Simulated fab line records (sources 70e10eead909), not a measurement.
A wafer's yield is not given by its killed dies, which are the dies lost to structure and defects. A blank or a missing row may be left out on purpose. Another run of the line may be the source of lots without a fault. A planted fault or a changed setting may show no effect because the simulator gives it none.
Matching of chambers ; flow nandHarc ; 3 sister chambers for NHARC_P_M0_DEP_32 on pecvd-04
The step deposits SiCN, target thk 30 nm. 6 wafers are shown with their chamber, then 7 later ones without.

WAFERS WITH THEIR CHAMBER
wafer;chamber;heaterPowerW (W)
L081.3;2;515
L081.5;1;611
L089.1;1;684
L089.6;0;589
L092.1;2;521
L092.3;0;610

WAFERS WITH NO CHAMBER GIVEN
wafer;heaterPowerW (W)
L092.4;653
L094.1;535
L094.2;639
L094.4;632
L096.2;539
L096.5;596
L096.6;537

WHICH CHAMBER EACH ONE RAN IN
wafer;from the rows above;in truth
L092.4;can't be placed: 1 or 0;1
L094.1;can't be placed: 2 or 0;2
L094.2;can't be placed: 1 or 0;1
L094.4;can't be placed: 1 or 0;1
L096.2;can't be placed: 2 or 0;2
L096.5;can't be placed: 0 or 1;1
L096.6;can't be placed: 2 or 0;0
Placed correctly: 0 of 7. Not placeable from these rows: 7 (in 7, the candidates include the true chamber). Number placed wrongly: 0.
How it was worked out, from the rows above alone: a wafer's distance from a chamber is the root of the sum, over the readings, of the square of ((its reading less the chamber's mean) divided by the reading's scatter). If the next closest chamber is less than 2 further off than the closest, the wafer can't be placed; otherwise it belongs to the closest. A chamber's mean is the mean of its shown wafers. How the scatter is found: for the shown wafers, subtract from each reading the mean of its chamber, square and add these, divide the total by (wafers less chambers), then take the root.
